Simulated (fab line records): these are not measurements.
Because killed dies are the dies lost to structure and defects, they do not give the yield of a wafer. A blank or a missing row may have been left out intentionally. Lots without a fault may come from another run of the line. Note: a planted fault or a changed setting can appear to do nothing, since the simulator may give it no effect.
Matching of chambers -- flow n5-finfet -- N5_HKMG_FIN_ETCH_86 on rie-diel-04: 4 sister chambers
The step etches SOC in N2/H2, stops on TiN, target depth 393.2 nm. 18 wafers are shown with their chamber, then 9 later ones without.

== WAFERS, EACH WITH ITS CHAMBER ==
wafer,chamber,drypump-motor-current-A (A),throttle-valve-pct (%),oes-product-au (a.u.)
L079.3,0,6.4,18.06,0.69
L079.5,0,6.4,18.06,0.70
L079.6,2,5.5,18.34,0.72
L080.3,2,5.4,18.35,0.72
L080.5,3,6.5,17.53,0.77
L080.6,2,5.4,18.35,0.72
L085.2,3,6.5,17.55,0.76
L085.3,0,6.4,17.65,0.98
L085.6,3,6.5,17.55,0.76
L086.1,0,6.4,17.65,0.96
L086.4,1,5.3,17.40,0.81
L086.6,1,5.3,17.43,0.81
L087.2,1,5.3,17.42,0.81
L087.3,3,6.5,17.55,0.74
L087.5,0,6.4,17.67,0.95
L089.2,3,6.5,17.55,0.75
L089.4,2,5.4,18.39,0.70
L089.5,0,6.4,17.66,0.93

SIGNATURES (means of the wafers above)
reading,chamber 0,chamber 1,chamber 2,chamber 3,scatter within a chamber
drypump-motor-current-A,6.400,5.300,5.425,6.500,0.0231
throttle-valve-pct,17.7917,17.4167,18.3575,17.5460,0.125
oes-product-au,0.8683,0.8100,0.7150,0.7560,0.0812
Rule: for each reading, subtract the chamber's mean from the wafer's reading, divide by that reading's scatter and square the result; add these up over the readings and take the root, which gives the wafer's distance from the chamber. If the next closest chamber is less than 2 further off than the closest, the wafer can't be placed; otherwise it belongs to the closest. The scatter: the root of (the sum of the squares of (reading less its chamber's mean) over the shown wafers, divided by (wafers less chambers)).

== WAFERS WHOSE CHAMBER IS MISSING ==
wafer,drypump-motor-current-A (A),throttle-valve-pct (%),oes-product-au (a.u.)
L093.1,6.5,17.60,0.75
L093.3,5.4,18.39,0.70
L093.5,6.4,17.67,0.92
L094.1,5.3,17.46,0.78
L094.4,5.4,18.41,0.69
L094.5,5.3,17.45,0.79
L097.4,5.4,18.40,0.69
L097.5,6.5,17.61,0.73
L097.6,6.4,17.68,0.89

== THE CHAMBER EACH PASSED THROUGH ==
wafer,from the rows above,in truth
L093.1,3,3
L093.3,2,2
L093.5,0,0
L094.1,1,1
L094.4,2,2
L094.5,1,1
L097.4,2,2
L097.5,3,3
L097.6,0,0
Correct placement for 9 of the 9. Can't be placed from these rows: 0. Number placed wrongly: 0.
